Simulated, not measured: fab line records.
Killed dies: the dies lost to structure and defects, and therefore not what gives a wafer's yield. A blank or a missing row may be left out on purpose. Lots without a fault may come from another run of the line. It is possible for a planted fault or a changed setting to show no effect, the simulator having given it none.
Problem report in the 8D (eight disciplines) form, filled by code ; flow nand harc ; the parts of the form that need people (team, actions taken, sign-off) are left out

== 1. WHAT IS WRONG ==
A mean of 62.0 is read at NHARC_END_SORT_01 for killed at periphery, taken on 1 wafer of 1 lot, against 2.9 (standard deviation 1.9) on wafers free of any fault. Relative to the usual mean, that is a shift of +31 standard deviations.
First seen on wafer L933.6, day 20 23:25, on prober-02. The record holds 3 wafers of 1 lot with a number at this step. The rule behind "out" and "out of limits": a value lying over 4 standard deviations away from the usual mean. All remaining wafers that have a number are taken as sound.

== 2. WHAT THIS IS AND IS NOT ==
question;is;is not
which readings at this step;killed at periphery, killed dies;killed at array, killed at other, killed open, killed short
which lots;L933;-
which wafers of those lots;L933.6;L933.1, L933.4
read on which gauges;prober-02;-
when;from day 20 23:25;up to then (2 sound wafers)

== 3. THE SUSPECTS, EACH WITH WHAT RULES IT OUT ==
Counting: any tool at a process step up to the reading remains a suspect provided it ran every lot that is out. Sound lots after the first of them don't rule it out here, since some wafers of a struck lot are sound.
- the gauge at NHARC_END_SORT_01: kept. All the wafers that are out were read on prober-02, and no step on other tools shows them out.
- pvd sputter-03 at NHARC_P_GATE_SPUTTER_79 (material TiN, target thk 10 nm): kept. It ran the lot that is out, L933 (day 7 06:22).
- pecvd-01 at NHARC_A_BONDPAD_DEP_00 (deposits SiCN, target thk 250 nm): kept. It ran the lot that is out, L933 (day 19 08:50).
Still standing after the count: pvd sputter-03 at NHARC_P_GATE_SPUTTER_79, pecvd-01 at NHARC_A_BONDPAD_DEP_00, prober-02 at NHARC_END_SORT_01.

== 4. THE CAUSE (what the simulator had put in) ==
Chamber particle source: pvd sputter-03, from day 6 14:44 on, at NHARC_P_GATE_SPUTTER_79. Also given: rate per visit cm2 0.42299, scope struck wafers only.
Counting left 3 suspects, and this tool is among them.

== 5. SEQUENCE OF EFFECTS, ordered by route ==
Rows list readings where the struck wafers' mean (over those with a number) sits beyond 3 standard deviations from the usual. Only readings whose record carries a usual standard deviation are examined. hours: median over the lots of the time between each lot's start at the first step of this table that gives one and its start at this step. sigmas: the change, counted in usual standard deviations.
hours;step;reading;usual;on struck wafers;change;sigmas
0;NHARC_END_SORT_01;killed at periphery;2.9;62.0;+59.1;+31
0;NHARC_END_SORT_01;killed dies;30;91;+61;+5.5

== 6. WHAT WOULD HAVE CAUGHT IT SOONER ==
Counted from the fault's start at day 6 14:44, it took 345 hours until the first out-of-limits reading at a measuring or inspecting step in this record, taken at day 20 23:25.
The start of NHARC_P_GATE_SPUTTER_79 on pvd sputter-03 came by day 20 23:25 for every one of the lots that are out (1). Had the tool been put on hold then, not one of them would have been saved.
